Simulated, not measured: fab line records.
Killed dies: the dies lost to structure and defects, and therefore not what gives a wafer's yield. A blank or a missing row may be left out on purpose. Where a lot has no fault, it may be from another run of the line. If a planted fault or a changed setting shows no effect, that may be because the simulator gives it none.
fab line records	flow n5_finfet
[record] lots = 7	wafers = 39
route steps=1938 shown BEOL_M8@1344 MIM_BOT_ETCH@1866 PASSIVATION@1930
start_h: hours from the record's first day to the start of the lot's first wafer shown	wait_h: time in hours since the lot's previous step	" same as the row above	L1.1+2: a single row standing in for several wafers	- value missing, or start not given	* or withheld: withheld	< > ~ a bound
route shown NAME@n: names a module that has steps shown in the file, with the first one's number in the route	usual: the fault-free wafers' mean and standard deviation	same: alike in all rows	chamber/n: place in a boat	sites: per-site readings	_std_site: the standard deviation of these	_edge_site: outer sites' mean less inner sites'	radius_mm: for every site, how far away it sits from the centre of the wafer	mask NAME#n: copy n	behind: the last tool/chamber to shape the wafer	hold: the reason the lot was held/the length of the hold in hours/how it ended	device: which transistor (n, p or np) failed to switch	end of line: tests of these same wafers at the route's end	a step given without rows: its recipe and nothing more	killed: at the first sort, the dies lost to defects and structure; wafer yield is something else	map: a wafer's dies, x killed, . not, _ none there
set.NAME: the run value of the setting; set.NAME@STEP: its run value at that earlier step	model.NAME: the simulator's own value behind a step, which no gauge read
lots run with intentionally changed settings; tables by step, rows by wafer
[[steps]]
[step N5_BEOL_M8_DEVELOP_10]
[recipe] develop_time_s = 30	developer = TMAH	resist = CAR-ArF	rinse_liquid = diw	dry = air_spin	dev_temp_c = 23
lot.wafer	tool	chamber	start_h	wait_h	set.develop_time_s	model.CAR-ArF_of_BEOL_M8_COAT_05.thk_nm
L074.1	litho_track-01	0	-	-	35.09	88.6
L074.2+6	"	0	"	"	30	88.4
L074.3	"	0	"	"	30	88.6
L074.4+5	"	0	"	"	35.09	88.4
L077.1	litho_track-03	0	-	-	30	88.6
L077.2+4	"	0	"	"	22.56	88.6
L077.3+6	"	0	"	"	30	88.4
L077.5	"	0	"	"	22.56	88.4
L079.1+2	litho_track-01	0	-	-	30	88.2
L079.5	"	0	"	"	30	88.4
L083.1+5	litho_track-01	0	-	-	30	88.4
L083.2+4	"	0	"	"	47.75	88.2
L083.3	"	0	"	"	47.75	88
L083.6	"	0	"	"	30	88.6
L091.1+2	litho_track-01	0	-	-	30	88.4
L091.3	"	0	"	"	30	88.2
L091.4+6	"	0	"	"	13.9	89.2
L091.5	"	0	"	"	13.9	88.8
L089.1+2	litho_track-04	0	-	-	30	88.4
L089.3+4	"	0	"	"	46.75	87.6
L089.5	"	0	"	"	30	88.2
L089.6	"	0	"	"	46.75	87.8
L096.1+4	litho_track-03	0	-	-	15.91	89.2
L096.2+6	"	0	"	"	30	88.6
L096.3	"	0	"	"	30	88.4
L096.5	"	0	"	"	15.91	89
[step N5_BEOL_M8_CD_MEAS_11]
[recipe] target_cd_nm = 38.5	landing_energy_ev = 500	detector = se_inlens	polarity = opening
[usual] cd_nm = 38.4/0.57
lot.wafer	tool	chamber	start_h	wait_h	set.develop_time_s@BEOL_M8_DEVELOP_10	cd_nm
L074.1	cd_sem-02	0	212.34	-	35.09	39.7
L074.2	"	0	"	"	30	38.4
L074.3	"	0	"	"	30	37.9
L074.4	"	0	"	"	35.09	39.7
L074.5	"	0	"	"	35.09	39.6
L074.6	"	0	"	"	30	38.0
L077.1	cd_sem-02	0	238.44	-	30	38.6
L077.2	"	0	"	"	22.56	37.6
L077.3	"	0	"	"	30	37.6
L077.4	"	0	"	"	22.56	36.4
L077.5	"	0	"	"	22.56	36.8
L077.6	"	0	"	"	30	38.1
L079.1	cd_sem-02	0	241.99	-	30	39.4
L079.2	"	0	"	"	30	38.8
L079.5	"	0	"	"	30	38.9
L083.1	cd_sem-01	0	270.07	-	30	39.3
L083.2	"	0	"	"	47.75	39.6
L083.3	"	0	"	"	47.75	39.8
L083.4	"	0	"	"	47.75	40.4
L083.5	"	0	"	"	30	38.3
L083.6	"	0	"	"	30	38.4
L091.1	cd_sem-01	0	323.05	-	30	38.2
L091.2	"	0	"	"	30	38.1
L091.3	"	0	"	"	30	39.2
L091.4	"	0	"	"	13.9	36.3
L091.5	"	0	"	"	13.9	35.0
L091.6	"	0	"	"	13.9	35.6
L089.1	cd_sem-02	0	323.30	-	30	37.6
L089.2	"	0	"	"	30	37.7
L089.3	"	0	"	"	46.75	40.1
L089.4	"	0	"	"	46.75	39.2
L089.5	"	0	"	"	30	37.4
L089.6	"	0	"	"	46.75	39.3
L096.1	cd_sem-02	0	346.77	-	15.91	36.6
L096.2	"	0	"	"	30	38.9
L096.3	"	0	"	"	30	37.9
L096.4	"	0	"	"	15.91	36.6
L096.5	"	0	"	"	15.91	35.9
L096.6	"	0	"	"	30	38.0
[step N5_BEOL_M8_DESCUM_16]
[recipe] chemistry = O2	time_s = 7.9	source_power_w = 50	bias_power_w = 20	pressure_mtorr = 20	rf_frequency_hz = 2.712e+07	temp_c = 40	resist = CAR-ArF	o2_flow_sccm = 225
[step N5_BEOL_M8_ETCH_61]
[recipe] chemistry = CF4	target = SiARC	target_depth_a = 455	mask_material = CAR-ArF	time_s = 75.8	ion_energy_ev = 80	pressure_mtorr = 40	source_w = 545	bias_w = 36	Ar_flow_sccm = 100	cf4_flow_sccm = 100	ends = cleared
lot.wafer	tool	chamber	start_h	wait_h	set.develop_time_s@BEOL_M8_DEVELOP_10	model.BEOL_M8.cd_offset_nm
L074.1	rie_diel-06	2	212.46	0.0	35.09	0.8
L074.2	"	3	"	"	30	0
L074.3+6	"	1,0	"	"	30	-0.8
L074.4	"	0	"	"	35.09	1.2
L074.5	"	3	"	"	35.09	1
L077.1+6	rie_diel-06	2,0	238.83	0.0	30	0
L077.2	"	0	"	"	22.56	-0.6
L077.3	"	3	"	"	30	-0.6
L077.4	"	2	"	"	22.56	-2.4
L077.5	"	3	"	"	22.56	-1.6
L079.1	rie_diel-02	1	242.13	0.0	30	1.2
L079.2	"	3	"	"	30	0
L079.5	"	1	"	"	30	0.8
L083.1	rie_diel-02	2	270.24	0.0	30	0.4
L083.2	"	3	"	"	47.75	1.2
L083.3	"	0	"	"	47.75	1.4
L083.4	"	1	"	"	47.75	2.2
L083.5	"	3	"	"	30	-0.4
L083.6	"	0	"	"	30	0
L091.1	rie_diel-06	3	323.26	0.0	30	-0.4
L091.2	"	0	"	"	30	-0.6
L091.3	"	1	"	"	30	0.4
L091.4	"	2	"	"	13.9	-2.6
L091.5	"	1	"	"	13.9	-3.4
L091.6	"	0	"	"	13.9	-3.2
L089.1+2	rie_diel-02	0,3	323.42	0.0	30	-0.8
L089.3	"	1	"	"	46.75	1.4
L089.4+6	"	1,0	"	"	46.75	0.4
L089.5	"	3	"	"	30	-1.4
L096.1+5	rie_diel-02	0	346.91	0.0	15.91	-2.6
L096.2	"	1	"	"	30	0.6
L096.3	"	3	"	"	30	-0.4
L096.4	"	1	"	"	15.91	-2
L096.6	"	3	"	"	30	-0.6
[step N5_MIM_BOT_ETCH_ETCH_04]
[recipe] chemistry = CF4/O2	target = SiNx	target_depth_a = 260	time_s = 13	ion_energy_ev = 100	pressure_mtorr = 40	source_w = 535	bias_w = 49	Ar_flow_sccm = 100	cf4_flow_sccm = 100	O2_flow_sccm = 10
lot.wafer	tool	chamber	start_h	wait_h	set.time_s	model.etch.depth_nm	model.MIM_BOT_ETCH.cd_offset_nm
L074.1	rie_diel-02	2	277.38	0.0	19.68	39.86	-0.8
L074.2	"	3	"	"	19.68	40.18	-0.6
L074.3	"	1	"	"	13	25.53	0.2
L074.4	"	1	"	"	13	25.44	0.2
L074.5	"	3	"	"	19.68	40.28	-0.6
L074.6	"	2	"	"	13	26.43	-0.2
L079.1	rie_diel-06	0	303.99	0.0	13	24.92	-0.2
L079.2	"	1	"	"	13	25.85	0.2
L079.5	"	2	"	"	13	26.39	0
L077.1	rie_diel-05	2	313.27	0.0	10.73	20.67	0.2
L077.2	"	0	"	"	10.73	21.44	0.2
L077.3	"	1	"	"	10.73	19.86	0.4
L077.4	"	2	"	"	13	25.01	0
L077.5	"	0	"	"	13	26.1	0.2
L077.6	"	1	"	"	13	23.8	0.2
L083.1	rie_diel-05	2	336.20	0.1	13	25.36	-0.2
L083.2	"	0	"	"	20.55	41.21	-0.8
L083.3	"	2	"	"	13	25.18	0
L083.4	"	0	"	"	20.55	40.77	-0.8
L083.5	"	2	"	"	13	25.15	0
L083.6	"	0	"	"	20.55	41.32	-0.8
L091.1	rie_diel-05	1	391.45	0.1	13	23.53	0.2
L091.2	"	0	"	"	13	25.47	0
L091.3	"	1	"	"	18.34	33.18	-0.2
L091.4	"	0	"	"	18.34	36.2	-0.6
L091.5	"	1	"	"	13	23.33	0
L091.6	"	0	"	"	18.34	36.17	-0.6
L089.1	rie_diel-02	0	401.46	0.0	13	25.35	0
L089.2	"	2	"	"	13	27.45	-0.2
L089.3	"	1	"	"	19.82	38.74	-0.6
L089.4	"	3	"	"	13	26.48	0
L089.5	"	1	"	"	19.82	38.59	-0.6
L089.6	"	2	"	"	19.82	41.86	-0.8
L096.1	rie_diel-05	0	418.56	0.1	16.79	33.16	-0.4
L096.2	"	1	"	"	16.79	30.76	-0.2
L096.3	"	1	"	"	13	23.73	0
L096.4	"	0	"	"	13	25.78	-0.2
L096.5	"	1	"	"	16.79	30.54	-0.2
L096.6	"	0	"	"	13	25.83	0
[step N5_PASSIVATION_ETCH_54]
[recipe] chemistry = CHF3/O2	target = SiO2	target_depth_a = 8800	CHF3_flow_sccm = 50	O2_flow_sccm = 5	Ar_flow_sccm = 200	time_s = 440	mask_material = PR	pressure_mtorr = 30	source_w = 650	bias_w = 170	ion_energy_ev = 200
lot.wafer	tool	chamber	start_h	wait_h	set.time_s	model.etch.depth_nm	model.PASSIVATION.feature_depth_nm
L074.1	rie_diel-05	3	288.10	0.1	532.5	1067	1067
L074.2	"	1	"	"	440	840	840
L074.3	"	2	"	"	440	861.3	861.2
L074.4	"	0	"	"	532.5	1056	1056
L074.5	"	2	"	"	440	854.6	854.6
L074.6	"	1	"	"	532.5	1015	1015
L079.1	rie_diel-05	0	309.15	0.1	440	888.2	888.2
L079.2	"	1	"	"	440	845	845
L079.5	"	1	"	"	440	849.5	849.4
L077.1	rie_diel-06	0	321.89	0.1	440	853.6	853.6
L077.2	"	1	"	"	440	884.3	884.4
L077.3	"	2	"	"	440	904.8	904.8
L077.4	"	3	"	"	440	869	869
L077.5	"	1	"	"	440	893.6	893.6
L077.6	"	0	"	"	440	854.7	854.6
L083.1	rie_diel-05	2	342.60	0.1	440	854.6	854.6
L083.2+6	"	0	"	"	535.9	1069	1069
L083.3	"	1	"	"	535.9	1030	1030
L083.4	"	1	"	"	440	842.8	842.8
L083.5	"	2	"	"	440	860.7	860.6
L091.1	rie_diel-02	1	399.56	0.1	440	845.7	845.8
L091.2	"	3	"	"	701.2	1371	1371
L091.3	"	2	"	"	440	907.6	907.6
L091.4	"	0	"	"	701.2	1360	1360
L091.5	"	3	"	"	440	863.9	864
L091.6	"	0	"	"	701.2	1357	1357
L089.1	rie_diel-06	3	409.23	0.1	440	866.7	866.8
L089.2	"	2	"	"	440	900.3	900.2
L089.3	"	1	"	"	440	889.4	889.4
L089.4	"	1	"	"	440	890.9	890.8
L089.5	"	3	"	"	440	858.5	858.4
L089.6	"	2	"	"	440	901.1	901
L096.1	rie_diel-05	0	428.50	0.1	440	870	870
L096.2	"	2	"	"	440	850.1	850
L096.3	"	3	"	"	671.4	1336	1336
L096.4	"	0	"	"	671.4	1323	1323
L096.5	"	2	"	"	671.4	1298	1298
L096.6	"	3	"	"	440	876.8	876.8
[[key]]
[split] step = N5_BEOL_M8_DEVELOP_10	setting = develop_time_s	stated = 30	by = wafer
[response] step = N5_BEOL_M8_DEVELOP_10	reading = model.CAR-ArF_of_BEOL_M8_COAT_05.thk_nm	change = -0.01	per = 1%	r = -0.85
[response] step = N5_BEOL_M8_CD_MEAS_11	reading = cd_nm	change = +0.0386	per = 1%	r = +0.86
[response] step = N5_BEOL_M8_ETCH_61	reading = model.BEOL_M8.cd_offset_nm	change = +0.0405	per = 1%	r = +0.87
[split] step = N5_MIM_BOT_ETCH_ETCH_04	setting = time_s	stated = 13	by = wafer
[response] step = N5_MIM_BOT_ETCH_ETCH_04	reading = model.etch.depth_nm	change = +0.265	per = 1%	r = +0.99
[response] step = N5_MIM_BOT_ETCH_ETCH_04	reading = model.MIM_BOT_ETCH.cd_offset_nm	change = -0.0122	per = 1%	r = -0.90
[split] step = N5_PASSIVATION_ETCH_54	setting = time_s	stated = 440	by = wafer
[response] step = N5_PASSIVATION_ETCH_54	reading = model.etch.depth_nm	change = +8.53	per = 1%	r = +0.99
[response] step = N5_PASSIVATION_ETCH_54	reading = model.PASSIVATION.feature_depth_nm	change = +8.53	per = 1%	r = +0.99
